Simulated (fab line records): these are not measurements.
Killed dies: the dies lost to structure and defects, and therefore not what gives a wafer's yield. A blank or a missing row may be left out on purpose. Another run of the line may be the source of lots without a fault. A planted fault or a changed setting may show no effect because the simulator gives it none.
Matching of chambers | flow n5 finfet | rie diel-04 running N5_BEOL_M11_STRIP_67: 4 sister chambers
The step strips in CF4. 4 wafers are shown with their chamber, then 8 later ones without.

== WAFERS WITH THEIR CHAMBER ==
wafer  | chamber | drypump motor current A (A)
L079.4 | 2       | 6.5
L093.1 | 1       | 6.1
L093.6 | 3       | 6.4
L094.1 | 0       | 5.4

== WAFERS WHOSE CHAMBER IS MISSING ==
wafer  | drypump motor current A (A)
L094.3 | 6.4
L094.4 | 6.2
L096.1 | 6.5
L096.5 | 6.5
L096.6 | 6.2
L097.2 | 5.4
L097.5 | 6.5
L097.6 | 6.5

== THE CHAMBER EACH PASSED THROUGH ==
wafer  | from the rows above     | in truth
L094.3 | can't be placed: 3 or 2 | 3
L094.4 | can't be placed: 1 or 3 | 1
L096.1 | can't be placed: 2 or 3 | 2
L096.5 | can't be placed: 2 or 3 | 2
L096.6 | can't be placed: 1 or 3 | 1
L097.2 | 0                       | 0
L097.5 | can't be placed: 2 or 3 | 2
L097.6 | can't be placed: 2 or 3 | 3
Correctly placed: 1 of 8. Cannot be placed on the basis of these rows: 7; the candidates contain the true chamber in 7. Placed wrongly: 0.
How it was worked out, from the rows above alone: a wafer's distance from a chamber is the root of the sum, over the readings, of the square of ((its reading less the chamber's mean) divided by the reading's scatter). If the next closest chamber is less than 2 further off than the closest, the wafer can't be placed; otherwise it belongs to the closest. For every chamber, the mean is computed from those of its wafers that are shown. The scatter: root of mean squared gap, hidden wafer to nearest shown wafer, with one shown wafer a chamber.
